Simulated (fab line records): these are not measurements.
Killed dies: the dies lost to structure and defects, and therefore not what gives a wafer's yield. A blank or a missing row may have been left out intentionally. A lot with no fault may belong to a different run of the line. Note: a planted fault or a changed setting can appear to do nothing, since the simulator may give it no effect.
Chamber matching | flow n5Finfet | N5_GATE_CUT_ETCH_58 on rieDiel-04 has 4 sister chambers
The step etches SiNx in CH3F/O2, target depth 17 nm, time 128.6 s. 4 wafers are shown with their chamber, then 10 later ones without.

== WAFERS PAIRED WITH THEIR CHAMBERS ==
wafer  | chamber | showerheadPlenumPTorr (Torr)
L079.3 | 3       | 1.87
L083.1 | 0       | 1.91
L089.2 | 1       | 2.08
L089.4 | 2       | 2.08

== WAFERS MISSING THEIR CHAMBER ==
wafer  | showerheadPlenumPTorr (Torr)
L089.5 | 1.91
L090.1 | 2.08
L090.2 | 1.91
L090.3 | 1.86
L094.2 | 1.86
L094.3 | 1.90
L094.5 | 1.86
L096.1 | 1.86
L096.4 | 1.90
L096.6 | 1.90

== THE CHAMBER EACH PASSED THROUGH ==
wafer  | from the rows above     | in truth
L089.5 | 0                       | 0
L090.1 | can't be placed: 1 or 2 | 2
L090.2 | 0                       | 0
L090.3 | 3                       | 3
L094.2 | 3                       | 3
L094.3 | 0                       | 0
L094.5 | 3                       | 3
L096.1 | 3                       | 3
L096.4 | 0                       | 0
L096.6 | 0                       | 0
Correctly placed: 9 of 10. Unplaceable from these rows: 1, with the true chamber sitting among the candidates in 1. Wrongly placed: 0.
How it was worked out, from the rows above alone: a wafer's distance from a chamber is the root of the sum, over the readings, of the square of ((its reading less the chamber's mean) divided by the reading's scatter). If the next closest chamber is less than 2 further off than the closest, the wafer can't be placed; otherwise it belongs to the closest. Each chamber's mean is taken over the wafers shown for it. The scatter (one wafer shown for each chamber): square how far every hidden wafer sits from the nearest shown wafer, average those squares and take the square root.
